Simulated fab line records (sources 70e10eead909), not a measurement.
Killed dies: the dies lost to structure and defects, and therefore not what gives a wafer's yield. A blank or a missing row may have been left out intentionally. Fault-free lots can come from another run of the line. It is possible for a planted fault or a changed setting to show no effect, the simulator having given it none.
Chamber matching	flow nand-harc	rie-diel-06 running NHARC_A_STAIRCASE_TRIM_12: 4 sister chambers
The step chemistry O2, time 211.2 s. 4 wafers are shown with their chamber, then 9 later ones without.

## WAFERS PAIRED WITH THEIR CHAMBERS
wafer	chamber	showerhead-plenum-p-Torr (Torr)
L077.2	3	3.77
L088.1	0	3.57
L088.4	2	3.69
L088.5	1	3.30

## WAFERS MISSING THEIR CHAMBER
wafer	showerhead-plenum-p-Torr (Torr)
L091.1	3.69
L091.2	3.30
L091.5	3.56
L093.1	3.75
L093.2	3.69
L093.6	3.56
L096.2	3.56
L096.4	3.69
L096.6	3.75

## EACH ONE'S CHAMBER
wafer	from the rows above	in truth
L091.1	2	2
L091.2	1	1
L091.5	0	0
L093.1	3	3
L093.2	2	2
L093.6	0	0
L096.2	0	0
L096.4	2	2
L096.6	3	3
Correctly placed: 9 of 9. Number that these rows cannot place: 0. Placed wrongly: 0.
How it was worked out, from the rows above alone: a wafer's distance from a chamber is the root of the sum, over the readings, of the square of ((its reading less the chamber's mean) divided by the reading's scatter). The wafer belongs to the nearest chamber; if the next one is less than 2 further off, it can't be placed. Each chamber's mean is taken over the wafers shown for it. The scatter (one wafer shown for each chamber): square how far every hidden wafer sits from the nearest shown wafer, average those squares and take the square root.
